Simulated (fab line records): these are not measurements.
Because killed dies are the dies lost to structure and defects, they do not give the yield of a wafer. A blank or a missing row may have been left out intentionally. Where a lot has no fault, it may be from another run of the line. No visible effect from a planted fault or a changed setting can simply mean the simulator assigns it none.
Matching of chambers | flow n5 finfet | 3 sister chambers for N5_BEOL_M12_DEP_53 on pecvd-02
The step deposits SiCN from 3MS/NH3, target thk 30 nm, time 10.5 s. 6 wafers are shown with their chamber, then 8 later ones without.

== WAFERS, EACH WITH ITS CHAMBER ==
wafer  | chamber | showerhead plenum p Torr (Torr) | throttle valve pct (%)
L081.4 | 1       | 4.123                           | 18.3
L082.5 | 1       | 4.133                           | 18.2
L084.6 | 0       | 4.127                           | 18.6
L087.3 | 0       | 4.139                           | 18.4
L087.6 | 2       | 4.158                           | 18.1
L091.1 | 2       | 4.157                           | 18.1

== WAFERS WITHOUT THEIR CHAMBER ==
wafer  | showerhead plenum p Torr (Torr) | throttle valve pct (%)
L091.3 | 4.145                           | 18.0
L091.4 | 4.157                           | 18.0
L096.1 | 4.112                           | 16.3
L096.3 | 4.138                           | 18.4
L096.6 | 4.130                           | 16.2
L095.1 | 4.116                           | 16.4
L095.4 | 4.126                           | 16.2
L095.6 | 4.140                           | 18.4

== THE CHAMBER EACH PASSED THROUGH ==
wafer  | from the rows above     | in truth
L091.3 | can't be placed: 2 or 1 | 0
L091.4 | 2                       | 2
L096.1 | can't be placed: 2 or 1 | 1
L096.3 | can't be placed: 0 or 1 | 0
L096.6 | can't be placed: 2 or 1 | 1
L095.1 | can't be placed: 2 or 1 | 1
L095.4 | can't be placed: 2 or 1 | 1
L095.6 | can't be placed: 0 or 1 | 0
Placed correctly: 1 of 8. Unplaceable from these rows: 7, with the true chamber sitting among the candidates in 6. Wrongly placed: 0.
How it was worked out, from the rows above alone: a wafer's distance from a chamber is the root of the sum, over the readings, of the square of ((its reading less the chamber's mean) divided by the reading's scatter). The wafer belongs to the nearest chamber; if the next one is less than 2 further off, it can't be placed. The mean given for a chamber averages the wafers shown for that chamber. The scatter is the square root of a quotient: the sum, over the shown wafers, of each reading's squared deviation from its chamber's mean, divided by wafers minus chambers.
